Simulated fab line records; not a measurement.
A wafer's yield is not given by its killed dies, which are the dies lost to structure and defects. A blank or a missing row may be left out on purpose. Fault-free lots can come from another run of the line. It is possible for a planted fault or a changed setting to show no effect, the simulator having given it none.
fab line records	flow n5_finfet
[record] lots = 7	wafers = 21
route steps=1938 shown BEOL_M13@1662 BEOL_M14@1753 BEOL_M15@1808 MIM_BOT_LITHO@1858 MIM_BOT_ETCH@1867 PASSIVATION@1910
start_h: the number of hours between the record's first day and the start of the first shown wafer of the lot	wait_h: time in hours since the lot's previous step	" unchanged from the row above	L1.1+2: one row covering several wafers at once	- no value, or no start was given	* or withheld: withheld	< > ~ a bound
route shown NAME@n: a module of which the file shows steps, and the number in the route of the first	usual: mean and standard deviation over wafers with no fault	same: alike in all rows	chamber/n: place in a boat	sites: readings site by site	_std_site: standard deviation across them	_edge_site: mean of outer sites minus mean of inner sites	radius_mm: for every site, how far away it sits from the centre of the wafer	mask NAME#n: copy n	behind: tool/chamber where the wafer was last shaped	hold: why the lot went on hold/how many hours it stayed there/how the hold came to an end	device: transistor that didn't switch, given as n, p or np	end of line: the same wafers' tests at the end of the route	a step with no rows: only its recipe	killed: the dies lost at the first sort to structure and to defects; this is not the yield of the wafer	map: the dies of a wafer, with x for killed, . for not killed, _ for no die there
set.NAME: the setting as run; set.NAME@STEP: as run at that earlier step	model.NAME: the simulator's own value behind a step, which no gauge read
lots run with intentionally changed settings; tables by step, rows by wafer
[[steps]]
[step N5_BEOL_M13_COAT_04]
[recipe] spin_rpm = 1625	resist_thk_nm = 400
lot.wafer	tool	chamber	start_h	wait_h	set.spin_rpm	model.coat_of_BEOL_M13_COAT_04.thk_nm
L074.1	litho_track-05	0	-	-	1625	401
L074.2	"	0	"	"	1510	417.2
L074.5	"	0	"	"	1510	416.8
L079.1	litho_track-05	0	-	-	1455	423.6
L079.2+5	"	0	"	"	1625	398.6
L081.2	litho_track-05	0	-	-	1625	400.2
L081.4	"	0	"	"	1456	422.4
L081.5	"	0	"	"	1456	422.8
L083.4	litho_track-05	0	-	-	1625	400.6
L083.5	"	0	"	"	1801	380.8
L083.6	"	0	"	"	1801	381.4
L095.1+6	litho_track-02	0	-	-	1625	399.8
L095.2	"	0	"	"	1625	400.6
L094.2+3	litho_track-04	0	-	-	1625	400.6
L094.4	"	0	"	"	1681	395
L092.1+4	litho_track-02	0	-	-	1625	400
L092.6	"	0	"	"	1744	385.4
[step N5_BEOL_M13_EBR_06]
[recipe] solvent = PGMEA	ebr_width_mm = 1.5
[step N5_BEOL_M13_SOFTBAKE_05]
[recipe] temp_c = 130	time_s = 60
[step N5_BEOL_M13_DESCUM_15]
[recipe] chemistry = O2	time_s = 7.9	source_power_w = 50	bias_power_w = 20	pressure_mtorr = 20	rf_frequency_hz = 2.712e+07	temp_c = 40	o2_flow_sccm = 225
[step N5_BEOL_M13_ETCH_59]
[recipe] chemistry = N2/H2	target = BARC	target_depth_a = 890	overetch_a = 267	time_s = 67.9	ion_energy_ev = 200	pressure_mtorr = 30	source_w = 840	bias_w = 150	n2_flow_sccm = 200	h2_flow_sccm = 200
[step N5_BEOL_M13_VIA_ETCH_16]
[recipe] chemistry = C4F8/O2/Ar	target = SiOC	pressure_mtorr = 30	source_w = 3000	bias_w = 700	Ar_flow_sccm = 400	C4F8_flow_sccm = 15	O2_flow_sccm = 8	he_inner_torr = 15	he_outer_torr = 30	target_depth_a = 9217	time_s = withheld	ion_energy_ev = 250	ends = cleared
lot.wafer	tool	chamber	start_h	wait_h	set.time_s@BEOL_M13_ILD_DEP_00	set.spin_rpm@BEOL_M13_COAT_04	model.etch.depth_nm	model.coat_of_BEOL_M13_COAT_04.thk_nm
L074.1	rie_diel-06	2	250.58	0.0	*	1625	925	45
L074.2	"	0	"	"	*	1510	837	88.6
L074.5	"	2	"	"	*	1510	934.8	57.6
L079.1	rie_diel-02	0	277.37	0.0	*	1455	821.6	98.4
L079.2	"	3	"	"	*	1625	909.4	50.6
L079.5	"	0	"	"	*	1625	921.1	44.2
L081.2	rie_diel-02	0	290.81	0.0	*	1625	867.5	61.2
L081.4	"	3	"	"	*	1456	850.9	90.8
L081.5	"	2	"	"	*	1456	852.6	89.4
L083.4	rie_diel-04	3	320.79	0.0	*	1625	911.3	49
L083.5	"	1	"	"	*	1801	898.5	31.8
L083.6	"	2	"	"	*	1801	840.2	49.8
L095.1	rie_diel-04	0	380.64	0.0	*	1625	830.1	71.8
L095.2	"	2	"	"	*	1625	831.7	72
L095.6	"	3	"	"	*	1625	853.9	65.6
L094.2	rie_diel-06	1	380.87	0.0	*	1625	814.7	77
L094.3	"	0	"	"	*	1625	820.9	77
L094.4	"	3	"	"	*	1681	842	64.4
L092.1	rie_diel-04	1	383.85	0.0	*	1625	830.8	71.4
L092.4	"	0	"	"	*	1625	851.3	65
L092.6	"	2	"	"	*	1744	852.8	50
[step N5_BEOL_M13_STRIP_63]
[recipe] chemistry = N2/H2	power_w = 1000	temp_c = 250	h2_frac = 0.65	overash_fraction = 0.3	pressure_mtorr = 1000	n2_flow_sccm = 1750	h2_flow_sccm = 3250
[usual] strip_time_to_endpoint_s = 27.8/1
lot.wafer	tool	chamber	start_h	wait_h	set.time_s@BEOL_M13_ILD_DEP_00	set.spin_rpm@BEOL_M13_COAT_04	strip_time_to_endpoint_s
L074.1	plasma_asher-01	1	250.81	-	185.8	1625	20.0
L074.2	"	0	"	"	166.4	1510	33.0
L074.5	"	0	"	"	185.8	1510	23.9
L079.1	plasma_asher-02	1	277.61	-	166.4	1455	35.8
L079.2	"	0	"	"	182.9	1625	21.8
L079.5	"	0	"	"	182.9	1625	19.8
L081.2	plasma_asher-01	0	291.05	-	173.4	1625	25.0
L081.4	"	1	"	"	166.4	1456	33.6
L081.5	"	0	"	"	166.4	1456	33.3
L083.4	plasma_asher-02	0	321.05	-	178	1625	21.3
L083.5	"	1	"	"	178	1801	15.6
L083.6	"	0	"	"	166.4	1801	21.5
L095.1	plasma_asher-01	1	380.87	-	166.4	1625	28.2
L095.2	"	0	"	"	166.4	1625	28.3
L095.6	"	0	"	"	166.4	1625	26.4
L094.2	plasma_asher-02	0	381.10	-	166.4	1625	29.7
L094.3	"	0	"	"	166.4	1625	29.7
L094.4	"	1	"	"	166.4	1681	26.0
L092.1	plasma_asher-02	1	384.09	-	166.4	1625	28.1
L092.4	"	0	"	"	166.4	1625	26.2
L092.6	"	0	"	"	166.4	1744	21.6
[step N5_BEOL_M14_TRENCH_ETCH_34]
[recipe] chemistry = C4F8/O2/Ar	target = SiO2	target_depth_a = 5566.5	mask_material = SOC	he_inner_torr = 15	he_outer_torr = 30	time_s = 126.9	ion_energy_ev = 800	pressure_mtorr = 20	source_w = 1905	bias_w = 2040	Ar_flow_sccm = 400	C4F8_flow_sccm = 16	O2_flow_sccm = 12
lot.wafer	tool	chamber	start_h	wait_h	set.time_s	model.etch.depth_nm
L074.1	rie_diel-03	1	256.52	0.0	126.9	543.4
L074.2	"	2	"	"	126.9	550.1
L074.5	"	2	"	"	126.9	545.2
L079.1	rie_diel-05	1	284.38	0.0	126.9	555.1
L079.2	"	2	"	"	126.9	554.2
L079.5	"	2	"	"	126.9	551.8
L081.2	rie_diel-05	2	297.63	0.0	149.8	653.5
L081.4	"	0	"	"	149.8	646.1
L081.5	"	2	"	"	126.9	557.2
L083.4	rie_diel-05	1	328.96	0.0	126.9	556.8
L083.5	"	0	"	"	126.9	548.4
L083.6	"	1	"	"	140.4	611.2
L095.1	rie_diel-03	0	387.43	0.0	126.9	551.7
L095.2	"	1	"	"	126.9	540.6
L095.6	"	3	"	"	126.9	552.3
L094.2	rie_diel-01	0	387.54	0.0	126.9	538.5
L094.3	"	1	"	"	126.9	555.5
L094.4	"	3	"	"	139.3	619.1
L092.1	rie_diel-01	0	389.54	0.0	126.9	541.7
L092.4	"	0	"	"	126.9	538.6
L092.6	"	3	"	"	126.9	563.3
[step N5_BEOL_M14_STRIP_70]
[recipe] chemistry = C4F8/O2/Ar	resist = SiARC	rf_frequency_hz = 6e+07
[step N5_BEOL_M14_OCD_MEAS_35]
[usual] trench_depth_nm = 552/8.7
lot.wafer	tool	chamber	start_h	wait_h	set.time_s@BEOL_M14_TRENCH_ETCH_34	trench_depth_nm
L074.1	ocd-01	-	256.68	0.0	126.9	544
L074.2	"	-	"	"	126.9	550
L074.5	"	-	"	"	126.9	545
L079.1	ocd-01	-	284.53	0.0	126.9	555
L079.2	"	-	"	"	126.9	555
L079.5	"	-	"	"	126.9	552
L081.2	ocd-02	-	297.79	0.0	149.8	654
L081.4	"	-	"	"	149.8	646
L081.5	"	-	"	"	126.9	557
L083.4	ocd-01	-	329.12	0.0	126.9	556
L083.5	"	-	"	"	126.9	548
L083.6	"	-	"	"	140.4	611
L095.1	ocd-01	-	387.58	0.0	126.9	552
L095.2	"	-	"	"	126.9	540
L095.6	"	-	"	"	126.9	552
L094.2	ocd-02	-	387.70	0.0	126.9	539
L094.3	"	-	"	"	126.9	555
L094.4	"	-	"	"	139.3	619
L092.1	ocd-01	-	389.70	0.0	126.9	542
L092.4	"	-	"	"	126.9	539
L092.6	"	-	"	"	126.9	563
[step N5_BEOL_M14_STRIP_37]
[recipe] chemistry = O2	power_w = 600	temp_c = 60	pressure_mtorr = 30	rf_frequency_hz = 6e+07	bias_power_w = 0	overash_fraction = 0.3	o2_flow_sccm = 225
[step N5_BEOL_M14_ETCH_38]
[recipe] chemistry = CF4/N2	target = SiCN	target_depth_a = 1065	taper_deg = 2	time_s = 120.6	ion_energy_ev = 150	mask_material = SiO2	pressure_mtorr = 40	source_w = 430	bias_w = 70	Ar_flow_sccm = 100	cf4_flow_sccm = 60	n2_flow_sccm = 60
[step N5_BEOL_M14_ECD_47]
[recipe] material = Cu	target_thk_a = 12480
[step N5_BEOL_M14_ANNEAL_48]
[recipe] temp_c = 225	time_s = 90	ambient = N2
[step N5_BEOL_M14_CMP_49]
[recipe] stop_on = SiO2	t_overpolish_s = 5.2	down_force_psi = 2	platen_rpm = 80	clearing_platen_down_force_psi = 2	clearing_platen_rpm = 80	post_cmp_clean = cu_alkaline	target_thk_nm = 560	clearing_platen_pad_velocity_m_s = 1.5917	pad_velocity_m_s = 1.5917
lot.wafer	tool	chamber	start_h	wait_h	set.time_s@BEOL_M14_TRENCH_ETCH_34	model.Cu_of_BEOL_M14_ECD_47.thk_nm
L074.1	cmp-03	0	258.64	0.3	126.9	546.2
L074.2	"	3	"	"	126.9	553.2
L074.5	"	1	"	"	126.9	548
L079.1	cmp-04	2	286.04	0.3	126.9	557.6
L079.2	"	3	"	"	126.9	557.4
L079.5	"	2	"	"	126.9	553.6
L081.4	cmp-03	3	301.00	0.1	149.8	648.4
L081.2	"	0	"	"	149.8	656
L081.5	"	3	"	"	126.9	561.4
L083.4	cmp-03	3	336.53	0.2	126.9	560.4
L083.6	"	0	"	"	140.4	614.2
L083.5	"	1	"	"	126.9	551.8
L095.2	cmp-03	3	396.24	0.2	126.9	544.2
L095.1	"	0	"	"	126.9	554
L095.6	"	0	"	"	126.9	555.2
L094.4	cmp-03	2	400.28	0.1	139.3	621.6
L094.2	"	3	"	"	126.9	541.6
L094.3	"	1	"	"	126.9	557.6
L092.4	cmp-03	1	400.66	0.2	126.9	541.4
L092.1	"	2	"	"	126.9	544.2
L092.6	"	0	"	"	126.9	565.8
[step N5_BEOL_M14_THK_MEAS_50]
[recipe] thk_meas_gauge = xrf	reads = Cu_of_BEOL_M14_ECD_47
[usual] M14_THK = 571/10
lot.wafer	tool	chamber	start_h	wait_h	set.time_s@BEOL_M14_TRENCH_ETCH_34	M14_THK[nm]
L074.1	film_metro-01	-	258.94	-	126.9	568
L074.2	"	-	"	"	126.9	572
L074.5	"	-	"	"	126.9	569
L079.1	film_metro-02	-	286.33	-	126.9	574
L079.2	"	-	"	"	126.9	574
L079.5	"	-	"	"	126.9	569
L081.2	film_metro-01	-	301.29	-	149.8	680
L081.4	"	-	"	"	149.8	673
L081.5	"	-	"	"	126.9	579
L083.4	film_metro-01	-	336.71	-	126.9	578
L083.5	"	-	"	"	126.9	568
L083.6	"	-	"	"	140.4	631
L095.1	film_metro-02	-	396.54	-	126.9	568
L095.2	"	-	"	"	126.9	556
L095.6	"	-	"	"	126.9	569
L094.2	film_metro-02	-	400.57	-	126.9	556
L094.3	"	-	"	"	126.9	574
L094.4	"	-	"	"	139.3	643
L092.1	film_metro-02	-	400.88	-	126.9	563
L092.4	"	-	"	"	126.9	558
L092.6	"	-	"	"	126.9	586
[step N5_BEOL_M14_PRE_CLEAN_52]
[recipe] gas = NH3	time_s = 15	temp_c = withheld	rf_power_w = 300
[step N5_BEOL_M14_DEP_53]
[recipe] material = SiCN	target_thk_a = 500	temp_c = withheld	precursor = 3MS/NH3	pressure_torr = 3	rf_w = 675	time_s = 17.8
[step N5_BEOL_M14_RS_MEAS_54]
[recipe] thk_meas_gauge = four-point-probe	reads = Cu_of_BEOL_M14_ECD_47+Ta_of_BEOL_M14_SPUTTER_44+TaN_of_BEOL_M14_SPUTTER_43
[usual] M14_RS = 0.0335/0.00053
lot.wafer	tool	chamber	start_h	wait_h	set.time_s@BEOL_M14_TRENCH_ETCH_34	M14_RS[ohm/sq]
L074.1	film_metro-02	-	259.07	0.0	126.9	0.0341
L074.2	"	-	"	"	126.9	0.0336
L074.5	"	-	"	"	126.9	0.0339
L079.1	film_metro-01	-	286.46	0.0	126.9	0.0334
L079.2	"	-	"	"	126.9	0.0334
L079.5	"	-	"	"	126.9	0.0336
L081.2	film_metro-01	-	301.42	0.1	149.8	0.0283
L081.4	"	-	"	"	149.8	0.0286
L081.5	"	-	"	"	126.9	0.0332
L083.4	film_metro-01	-	336.87	0.1	126.9	0.0332
L083.5	"	-	"	"	126.9	0.0337
L083.6	"	-	"	"	140.4	0.0302
L095.1	film_metro-01	-	396.67	0.0	126.9	0.0336
L095.2	"	-	"	"	126.9	0.0343
L095.6	"	-	"	"	126.9	0.0335
L094.2	film_metro-02	-	400.70	0.1	126.9	0.0344
L094.3	"	-	"	"	126.9	0.0334
L094.4	"	-	"	"	139.3	0.0299
L092.1	film_metro-02	-	401.01	0.0	126.9	0.0343
L092.4	"	-	"	"	126.9	0.0344
L092.6	"	-	"	"	126.9	0.0329
[step N5_BEOL_M15_ETCH_61]
[recipe] chemistry = N2/H2	target = BARC	target_depth_a = 890	overetch_a = 267	time_s = 67.9	ion_energy_ev = 200	pressure_mtorr = 30	source_w = 840	bias_w = 150	n2_flow_sccm = 200	h2_flow_sccm = 200
lot.wafer	tool	chamber	start_h	wait_h	set.time_s	model.coat_of_BEOL_M15_COAT_22.thk_nm
L074.1	rie_diel-02	2	261.32	0.0	67.9	717.6
L074.2	"	0	"	"	82.65	698.4
L074.5	"	3	"	"	82.65	704
L079.1	rie_diel-04	2	288.86	0.0	52.67	732.6
L079.2	"	1	"	"	67.9	716.8
L079.5	"	1	"	"	52.67	733.4
L081.2	rie_diel-04	1	303.87	0.0	67.9	713.8
L081.4	"	3	"	"	76.88	708.6
L081.5	"	2	"	"	76.88	706.2
L083.4	rie_diel-06	3	339.77	0.0	71.92	717.8
L083.5	"	2	"	"	67.9	721.8
L083.6	"	0	"	"	67.9	719.8
L095.1	rie_diel-04	1	399.00	0.0	67.9	714.8
L095.2	"	2	"	"	67.9	715.6
L095.6	"	0	"	"	67.9	713.6
L094.2	rie_diel-06	2	402.90	0.0	53.91	733
L094.3	"	0	"	"	67.9	717.4
L094.4	"	1	"	"	67.9	718.6
L092.1	rie_diel-06	2	403.57	0.0	67.9	715
L092.4	"	3	"	"	79.98	706.2
L092.6	"	2	"	"	79.98	701.8
[step N5_BEOL_M15_TRENCH_ETCH_34]
[recipe] chemistry = C4F8/O2/Ar	target = SiO2	target_depth_a = 8729.3	he_inner_torr = 15	he_outer_torr = 30	time_s = 199	ion_energy_ev = 800	pressure_mtorr = 20	source_w = 1905	bias_w = 2040	Ar_flow_sccm = 400	C4F8_flow_sccm = 16	O2_flow_sccm = 12
lot.wafer	tool	chamber	start_h	wait_h	set.time_s@BEOL_M15_ETCH_61	model.coat_of_BEOL_M15_COAT_22.thk_nm
L074.1	rie_diel-02	2	261.37	0.0	67.9	544.4
L074.2	"	0	"	"	82.65	522.2
L074.5	"	3	"	"	82.65	534.2
L079.1	rie_diel-04	2	288.91	0.0	52.67	554
L079.2	"	1	"	"	67.9	541.6
L079.5	"	1	"	"	52.67	556.8
L081.2	rie_diel-04	1	303.92	0.0	67.9	537.8
L081.4	"	3	"	"	76.88	535
L081.5	"	2	"	"	76.88	528.4
L083.4	rie_diel-06	3	339.87	0.1	71.92	545.2
L083.5	"	2	"	"	67.9	545.8
L083.6	"	0	"	"	67.9	547.2
L095.1	rie_diel-04	1	399.05	0.0	67.9	538.4
L095.2	"	2	"	"	67.9	539.2
L095.6	"	0	"	"	67.9	538.6
L094.2	rie_diel-06	2	402.95	0.0	53.91	555.8
L094.3	"	0	"	"	67.9	544
L094.4	"	1	"	"	67.9	543.4
L092.1	rie_diel-06	2	403.62	0.0	67.9	539
L092.4	"	3	"	"	79.98	533
L092.6	"	2	"	"	79.98	524.8
[step N5_MIM_BOT_LITHO_EXPOSE_05]
[recipe] mask_id = MIM_BOT	na = 0.55	source_shape = conventional	sigma_outer = 0.8	polarization = unpolarized	dose_mj = 24.25
lot.wafer	tool	chamber	start_h	wait_h	mask	set.dose_mj
L074.1+2	krf_scanner-01	0	271.88	-	MIM_BOT#0	22.56
L074.5	"	0	"	"	MIM_BOT#0	24.25
L079.1+2+5	krf_scanner-02	0	298.13	-	MIM_BOT#0	24.25
L081.2+5	krf_scanner-02	0	319.82	-	MIM_BOT#0	23.78
L081.4	"	0	"	"	MIM_BOT#0	24.25
L083.4+6	krf_scanner-02	0	347.96	-	MIM_BOT#0	24.25
L083.5	"	0	"	"	MIM_BOT#0	25.18
L094.2+3	krf_scanner-01	0	409.59	-	MIM_BOT#0	23.12
L094.4	"	0	"	"	MIM_BOT#0	24.25
L092.1+4+6	krf_scanner-01	0	411.91	-	MIM_BOT#0	24.25
L095.1+2+6	krf_scanner-01	0	412.55	-	MIM_BOT#0	24.25
[step N5_MIM_BOT_LITHO_PEB_06]
[recipe] peb_temp_c = withheld	peb_time_s = *
[step N5_MIM_BOT_LITHO_DEVELOP_07]
[recipe] develop_time_s = 60	rinse_liquid = diw	dry = air_spin	dev_temp_c = 21
[step N5_MIM_BOT_LITHO_HARDBAKE_09]
[recipe] temp_c = 130	time_s = 120
[step N5_MIM_BOT_LITHO_CD_MEAS_08]
[recipe] target_cd_nm = 3000	landing_energy_ev = 500	detector = se_inlens	polarity = opening
[usual] cd_nm = 2999.2/1.3
lot.wafer	tool	chamber	start_h	wait_h	set.dose_mj@MIM_BOT_LITHO_EXPOSE_05	cd_nm
L074.1	cd_sem-01	0	272.06	-	22.56	2988.3
L074.2	"	0	"	"	22.56	2987.5
L074.5	"	0	"	"	24.25	2999.6
L079.1	cd_sem-03	0	298.31	-	24.25	2999.9
L079.2	"	0	"	"	24.25	3000.2
L079.5	"	0	"	"	24.25	2999.6
L081.2	cd_sem-02	0	319.99	-	23.78	2996.5
L081.4	"	0	"	"	24.25	2999.5
L081.5	"	0	"	"	23.78	2996.6
L083.4	cd_sem-03	0	348.12	-	24.25	2998.0
L083.5	"	0	"	"	25.18	3005.7
L083.6	"	0	"	"	24.25	2997.1
L094.2	cd_sem-01	0	409.76	-	23.12	2987.4
L094.3	"	0	"	"	23.12	2989.0
L094.4	"	0	"	"	24.25	2997.5
L092.1	cd_sem-02	0	412.08	-	24.25	2999.8
L092.4	"	0	"	"	24.25	2998.1
L092.6	"	0	"	"	24.25	2998.4
L095.1	cd_sem-01	0	412.72	-	24.25	3001.1
L095.2	"	0	"	"	24.25	2999.4
L095.6	"	0	"	"	24.25	2998.6
[step N5_MIM_BOT_ETCH_ETCH_03]
[recipe] chemistry = Cl2/BCl3	target_depth_a = 120	pressure_mtorr = 8	icp_w = 800	bias_w = 100	Cl2_flow_sccm = 20	bcl3_flow_sccm = 80
lot.wafer	tool	chamber	start_h	wait_h	set.icp_w	model.etch.depth_nm	model.MIM_BOT_ETCH.cd_offset_nm
L074.1	rie_metal-02	1	272.32	0.1	800	11.98	-0.4
L074.2	"	0	"	"	661.9	10.25	1
L074.5	"	1	"	"	661.9	10.15	0.8
L079.1	rie_metal-02	0	298.55	0.1	705.8	10.81	0.6
L079.2	"	1	"	"	705.8	10.61	0.4
L079.5	"	1	"	"	800	11.85	-0.2
L081.2	rie_metal-01	1	320.24	0.1	800	12.2	0
L081.4	"	0	"	"	728.6	11.27	0.4
L081.5	"	1	"	"	800	12.19	0
L083.4	rie_metal-03	0	348.39	0.1	800	11.92	0.2
L083.5	"	1	"	"	751.5	11.23	0.4
L083.6	"	0	"	"	751.5	11.3	0.4
L094.2	rie_metal-01	1	410.01	0.1	739.9	11.53	0.6
L094.3	"	1	"	"	739.9	11.5	0.4
L094.4	"	0	"	"	800	12.24	0
L092.1	rie_metal-03	0	412.33	0.1	800	12.09	-0.2
L092.4	"	1	"	"	800	11.71	-0.2
L092.6	"	0	"	"	800	12.07	-0.2
L095.1	rie_metal-01	1	413.17	0.1	800	12.17	0
L095.2	"	0	"	"	800	12.3	0
L095.6	"	0	"	"	800	12.32	0.2
[step N5_PASSIVATION_ETCH_59]
[recipe] chemistry = Cl2/BCl3	target = TaN	target_depth_a = 650	time_s = 34.9	ion_energy_ev = 100	pressure_mtorr = 10	icp_w = 900	bias_w = 100	Cl2_flow_sccm = 60	bcl3_flow_sccm = 30
lot.wafer	tool	chamber	start_h	wait_h	set.time_s	model.etch.depth_nm
L074.1	rie_metal-03	0	275.83	0.3	28.93	54.19
L074.2	"	1	"	"	34.9	65.17
L074.5	"	0	"	"	34.9	65.39
L079.1	rie_metal-02	0	303.50	0.3	28.49	53.22
L079.2	"	1	"	"	34.9	64.23
L079.5	"	1	"	"	28.49	52.22
L081.2	rie_metal-01	0	325.79	0.3	34.9	66.38
L081.4	"	1	"	"	32.74	62.45
L081.5	"	1	"	"	34.9	66.89
L083.4	rie_metal-02	0	353.12	0.4	34.9	65.22
L083.5	"	0	"	"	34.9	65.39
L083.6	"	0	"	"	34.9	64.75
L094.2	rie_metal-02	1	414.43	0.3	32.66	61.43
L094.3	"	0	"	"	34.9	65.71
L094.4	"	1	"	"	34.9	65.33
L092.1	rie_metal-02	1	418.24	0.3	34.9	64.54
L092.4	"	0	"	"	34.9	64.86
L092.6	"	1	"	"	34.9	64.21
L095.1	rie_metal-03	1	418.45	0.3	34.9	64.67
L095.2	"	0	"	"	34.9	65.25
L095.6	"	0	"	"	34.9	65.11
[[key]]
[split] step = N5_BEOL_M13_COAT_04	setting = spin_rpm	stated = 1625	by = wafer
[response] step = N5_BEOL_M13_COAT_04	reading = model.coat_of_BEOL_M13_COAT_04.thk_nm	change = -2.1	per = 1%	r = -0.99
[response] step = N5_BEOL_M13_VIA_ETCH_16	reading = model.coat_of_BEOL_M13_COAT_04.thk_nm	slope = -1.95	per = 1%	together_with = time_s@BEOL_M13_ILD_DEP_00	explained = 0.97
[response] step = N5_BEOL_M13_STRIP_63	reading = strip_time_to_endpoint_s	slope = *	per = 1%	together_with = time_s@BEOL_M13_ILD_DEP_00	explained = 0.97
[split] step = N5_BEOL_M14_TRENCH_ETCH_34	setting = time_s	stated = 126.9	by = wafer
[response] step = N5_BEOL_M14_TRENCH_ETCH_34	reading = model.etch.depth_nm	change = +5.61	per = 1%	r = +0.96
[response] step = N5_BEOL_M14_OCD_MEAS_35	reading = trench_depth_nm	change = +5.62	per = 1%	r = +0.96
[response] step = N5_BEOL_M14_CMP_49	reading = model.Cu_of_BEOL_M14_ECD_47.thk_nm	change = +5.54	per = 1%	r = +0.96
[response] step = N5_BEOL_M14_THK_MEAS_50	reading = M14_THK	change = +5.89	per = 1%	r = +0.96
[response] step = N5_BEOL_M14_RS_MEAS_54	reading = M14_RS	change = -0.000297	per = 1%	r = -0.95
[split] step = N5_BEOL_M15_ETCH_61	setting = time_s	stated = 67.9	by = wafer
[response] step = N5_BEOL_M15_ETCH_61	reading = model.coat_of_BEOL_M15_COAT_22.thk_nm	change = -0.689	per = 1%	r = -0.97
[response] step = N5_BEOL_M15_TRENCH_ETCH_34	reading = model.coat_of_BEOL_M15_COAT_22.thk_nm	change = -0.612	per = 1%	r = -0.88
[split] step = N5_MIM_BOT_LITHO_EXPOSE_05	setting = dose_mj	stated = 24.25	by = wafer
[response] step = N5_MIM_BOT_LITHO_CD_MEAS_08	reading = cd_nm	change = +1.83	per = 1%	r = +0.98
[split] step = N5_MIM_BOT_ETCH_ETCH_03	setting = icp_w	stated = 800	by = wafer
[response] step = N5_MIM_BOT_ETCH_ETCH_03	reading = model.etch.depth_nm	change = +0.101	per = 1%	r = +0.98
[response] step = N5_MIM_BOT_ETCH_ETCH_03	reading = model.MIM_BOT_ETCH.cd_offset_nm	change = -0.0644	per = 1%	r = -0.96
[split] step = N5_PASSIVATION_ETCH_59	setting = time_s	stated = 34.9	by = wafer
[response] step = N5_PASSIVATION_ETCH_59	reading = model.etch.depth_nm	change = +0.639	per = 1%	r = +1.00
split outside_this_file step=N5_BEOL_M13_ILD_DEP_00 setting=time_s
// split outside_this_file: this setting was split too, and the file shows its column; the key of that split is in another file
